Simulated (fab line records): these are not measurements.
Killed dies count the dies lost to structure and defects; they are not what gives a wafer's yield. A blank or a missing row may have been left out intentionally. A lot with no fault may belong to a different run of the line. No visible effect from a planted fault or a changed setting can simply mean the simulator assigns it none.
Which tool did it? -- flow n5Finfet -- 10 lots with 30 wafers sampled at 5 steps, on a route of 1938 steps

WHAT EACH GAUGE READ, for each wafer
N5_BEOL_M4_RC_MEAS_101. Usual: DIBL_N 36.4 mV/V, standard deviation 1.4; DIBL_P 36.3 mV/V, standard deviation 1.8; IOFF_N 0.163 nA/um, standard deviation 0.024; IOFF_P 0.21 nA/um, standard deviation 0.034; ION_N 673 uA/um, standard deviation 11; ION_P 461 uA/um, standard deviation 7.4; SS_N 71.6 mV/dec, standard deviation 0.52; SS_P 73.3 mV/dec, standard deviation 0.58; VT_N 249.4 mV, standard deviation 2.5; VT_P -250 mV, standard deviation 3.5.
lot,measured,on,DIBL_N (mV/V),DIBL_P (mV/V),IOFF_N (nA/um),IOFF_P (nA/um),ION_N (uA/um),ION_P (uA/um),SS_N (mV/dec),SS_P (mV/dec),VT_N (mV),VT_P (mV),flag
L102,day 8 07:10,prober-01,37.2 37.2 37.5,38.0 37.4 38.2,0.170 0.169 0.181,0.25 0.24 0.24,663 668 666,456 462 459,71.9 71.2 71.9,73.8 73.4 73.8,245.9 249.0 246.9,-246 -248 -248,
L103,day 8 18:12,prober-02,36.8 36.2 35.0,37.2 36.3 35.3,0.173 0.167 0.147,0.19 0.19 0.17,674 685 668,449 455 453,71.8 71.4 71.9,73.8 72.5 72.8,246.7 246.7 251.3,-254 -254 -254,
L104,day 9 00:22,prober-02,34.6 36.9 37.7,33.8 36.4 38.1,0.118 0.154 0.176,0.20 0.25 0.27,651 661 682,458 462 477,70.6 72.2 72.1,72.5 72.9 74.1,254.1 247.8 249.6,-248 -247 -243,
L105,day 9 09:47,prober-01,37.5 39.0 37.6,38.4 39.6 38.6,0.198 0.209 0.190,0.24 0.26 0.24,678 679 682,458 460 469,72.5 72.6 71.7,74.3 74.2 73.8,247.3 246.0 248.4,-249 -252 -249,
L108,day 9 20:26,prober-02,36.0 35.0 36.5,36.8 35.7 37.7,0.169 0.145 0.174,0.23 0.21 0.26,665 666 680,461 457 475,72.1 71.0 71.9,73.5 73.2 73.9,248.2 248.0 247.9,-247 -249 -244,
L115,day 11 20:21,prober-01,35.4 34.9 36.1,36.8 35.6 36.5,0.153 0.145 0.154,0.22 0.20 0.21,674 648 666,461 450 458,71.8 71.6 71.9,72.6 73.0 73.0,250.4 251.5 252.0,-249 -251 -251,
L117,day 12 02:36,prober-01,36.4 34.9 35.2,37.2 35.6 36.2,0.175 0.147 0.153,0.22 0.19 0.19,676 683 682,461 465 468,71.5 70.5 70.8,73.4 72.6 72.1,248.3 248.1 249.0,-248 -251 -251,
L118,day 11 22:14,prober-01,35.6 35.3 37.2,34.6 34.4 37.2,0.142 0.139 0.175,0.17 0.17 0.21,658 671 675,449 454 463,71.2 71.2 71.5,72.6 72.4 73.6,251.1 253.0 246.6,-254 -258 -252,
L121,day 13 15:14,prober-02,35.1 36.0 35.1,34.8 35.2 35.0,0.137 0.146 0.142,0.19 0.20 0.20,665 666 662,460 455 456,70.9 71.1 70.9,73.0 72.9 72.6,250.8 251.1 248.0,-250 -250 -248,
L122,day 13 12:08,prober-02,35.3 34.5 35.9,31.4 30.9 32.4,0.130 0.117 0.137,0.15 0.14 0.16,674 669 660,453 450 446,71.3 70.8 70.6,72.9 72.6 72.0,250.6 251.5 250.8,-258 -257 -255,

EACH LOT AND THE TOOL THAT RAN IT (in order: tool; ch and the chambers of the sampled wafers; start)
lot,N5_HKMG_FIN_ETCHBACK_68,N5_GATE_CUT_ETCH_56,N5_GATE_CUT_VAPOR_ETCH_60,N5_GATE_CUT_COAT_27
L102,"rieMetal-03 ch 0,1, day 4 16:14","rieMetal-03 ch 0,1, day 4 18:10","rieMetal-03 ch 0,1, day 4 18:17","lithoTrack-01 ch 0, day 4 21:22"
L103,"rieMetal-03 ch 0,1, day 4 22:10","rieMetal-03 ch 0,1, day 5 00:05","rieMetal-03 ch 0,1, day 5 00:11","lithoTrack-01 ch 0, day 5 04:32"
L104,"rieMetal-03 ch 0,1, day 5 05:45","rieMetal-03 ch 0,1, day 5 07:40","rieMetal-03 ch 0,1, day 5 07:46","lithoTrack-01 ch 0, day 5 11:11"
L105,"rieMetal-03 ch 0,1, day 5 11:49","rieMetal-01 ch 0, day 5 13:53","rieMetal-01 ch 0, day 5 14:07","lithoTrack-01 ch 0, day 5 17:11"
L108,"rieMetal-03 ch 1, day 6 09:43","rieMetal-01 ch 1, day 6 11:43","rieMetal-01 ch 1, day 6 11:50","lithoTrack-01 ch 0, day 6 14:53"
L115,"rieMetal-02 ch 0,1, day 8 00:02","rieMetal-02 ch 0,1, day 8 01:58","rieMetal-02 ch 0,1, day 8 02:05","lithoTrack-01 ch 0, day 8 05:10"
L117,"rieMetal-02 ch 0, day 8 11:19","rieMetal-03 ch 0, day 8 13:22","rieMetal-03 ch 0, day 8 13:36","lithoTrack-02 ch 0, day 8 16:44"
L118,"rieMetal-03 ch 0, day 8 16:50","rieMetal-02 ch 0,1, day 8 18:53","rieMetal-02 ch 0,1, day 8 19:00","lithoTrack-01 ch 0, day 8 22:47"
L121,"rieMetal-03 ch 1, day 9 16:05","rieMetal-03 ch 0,1, day 9 18:00","rieMetal-03 ch 0,1, day 9 18:07","lithoTrack-05 ch 0, day 9 21:10"
L122,"rieMetal-03 ch 0,1, day 9 23:12","rieMetal-01 ch 0,1, day 10 01:11","rieMetal-01 ch 0,1, day 10 01:18","lithoTrack-02 ch 0, day 10 04:22"
- N5_HKMG_FIN_ETCHBACK_68: etches the open film in Cl2/Ar, stops on HfO2, target depth 0.5 nm.
- N5_GATE_CUT_ETCH_56: etches TiN in Cl2/Ar, target depth 21.6 nm.
- N5_GATE_CUT_VAPOR_ETCH_60: etches HfO2 in BCl3/Cl2.
- N5_GATE_CUT_COAT_27: time 60 s, resist thk 10 nm.

WHAT THE TOOLS THEMSELVES READ (means of the sampled wafers that have a number; where no wafer has one, the mark that the record gives instead)
N5_HKMG_FIN_ETCHBACK_68. Usual: chamberPressureMTorr 10.000 mTorr, standard deviation 0.009; drypumpMotorCurrentA 5.8 A, standard deviation 0.47; oesProductAu 0.67 a.u., standard deviation 0.12; throttleValvePct 20.87 %, standard deviation 0.26.
lot,tool,chamberPressureMTorr (mTorr),drypumpMotorCurrentA (A),oesProductAu (a.u.),throttleValvePct (%),flag
L102,rieMetal-03,10.002,5.7,0.61,20.89,
L103,rieMetal-03,9.998,5.7,0.61,20.90,
L104,rieMetal-03,10.000,5.9,0.60,21.07,
L105,rieMetal-03,10.004,5.9,0.60,21.08,
L108,rieMetal-03,9.995,6.1,0.60,21.25,
L115,rieMetal-02,9.998,5.2,0.83,20.70,
L117,rieMetal-02,9.995,4.8,0.79,20.70,
L118,rieMetal-03,10.001,5.5,0.60,20.75,
L121,rieMetal-03,9.998,6.1,0.98,20.88,
L122,rieMetal-03,9.993,5.9,0.83,20.85,

N5_GATE_CUT_ETCH_56. Usual: chamberPressureMTorr 10.000 mTorr, standard deviation 0.0096; drypumpMotorCurrentA 5.8 A, standard deviation 0.57; oesProductAu 0.72 a.u., standard deviation 0.12; throttleValvePct 20.80 %, standard deviation 0.24.
lot,tool,chamberPressureMTorr (mTorr),drypumpMotorCurrentA (A),oesProductAu (a.u.),throttleValvePct (%),flag
L102,rieMetal-03,10.004,5.9,0.61,21.06,
L103,rieMetal-03,9.996,5.7,0.62,20.90,
L104,rieMetal-03,9.999,5.9,0.61,21.06,
L105,rieMetal-01,10.010,6.5,0.66,20.79,
L108,rieMetal-01,9.997,5.2,0.82,20.49,
L115,rieMetal-02,9.999,5.2,0.84,20.67,
L117,rieMetal-03,10.001,5.5,0.61,20.73,
L118,rieMetal-02,10.003,5.2,0.83,20.69,
L121,rieMetal-03,10.011,5.9,0.85,20.82,
L122,rieMetal-01,10.006,6.0,0.69,20.72,

N5_GATE_CUT_VAPOR_ETCH_60. Usual: drypumpMotorCurrentA 5.8 A, standard deviation 0.57; oesProductAu 0.73 a.u., standard deviation 0.12.
lot,tool,drypumpMotorCurrentA (A),oesProductAu (a.u.),flag
L102,rieMetal-03,5.9,0.61,
L103,rieMetal-03,5.7,0.61,
L104,rieMetal-03,5.9,0.61,
L105,rieMetal-01,6.5,0.66,
L108,rieMetal-01,5.2,0.83,
L115,rieMetal-02,5.2,0.83,
L117,rieMetal-03,5.5,0.61,
L118,rieMetal-02,5.2,0.83,
L121,rieMetal-03,5.9,0.86,
L122,rieMetal-01,6.1,0.69,

N5_GATE_CUT_COAT_27. Usual: heaterPowerTotalW 391.8 W, standard deviation 1.3; plateTempC 204.99 C, standard deviation 0.16.
lot,tool,heaterPowerTotalW (W),plateTempC (C),flag
L102,lithoTrack-01,392.7,204.85,
L103,lithoTrack-01,391.7,205.02,
L104,lithoTrack-01,391.2,205.05,
L105,lithoTrack-01,392.4,204.96,
L108,lithoTrack-01,392.3,205.02,
L115,lithoTrack-01,385.2,202.62,OFF
L117,lithoTrack-02,392.6,205.12,
L118,lithoTrack-01,385.4,202.54,OFF
L121,lithoTrack-05,391.6,205.00,
L122,lithoTrack-02,392.3,204.89,

THE ANSWER, worked out from the rows above alone
Rule: a lot is off if the mean of its wafers that have a number lies more than 3 standard deviations from the usual mean. Also off: a lot with no number at a reading for which 4 or more lots have one. All remaining lots with rows at the step are treated as sound. Order of review: gauges by route order, followed by the tools' own readings, for which a lot's mean as printed above is used. At the first step where some lot is off, the reading lying furthest off is the one used; lots without a number count as furthest.
Off at N5_GATE_CUT_COAT_27 (plateTempC): L115, L118.
If a tool, at that step or one of the process steps before it, ran each lot that is off and ran no sound lot following the first of them, it fits. This does not decide it: 2 tools fit, namely rieMetal-02 at N5_GATE_CUT_ETCH_56 and N5_GATE_CUT_VAPOR_ETCH_60 and lithoTrack-01 at N5_GATE_CUT_COAT_27.

WHAT WAS PUT IN BY THE SIMULATOR
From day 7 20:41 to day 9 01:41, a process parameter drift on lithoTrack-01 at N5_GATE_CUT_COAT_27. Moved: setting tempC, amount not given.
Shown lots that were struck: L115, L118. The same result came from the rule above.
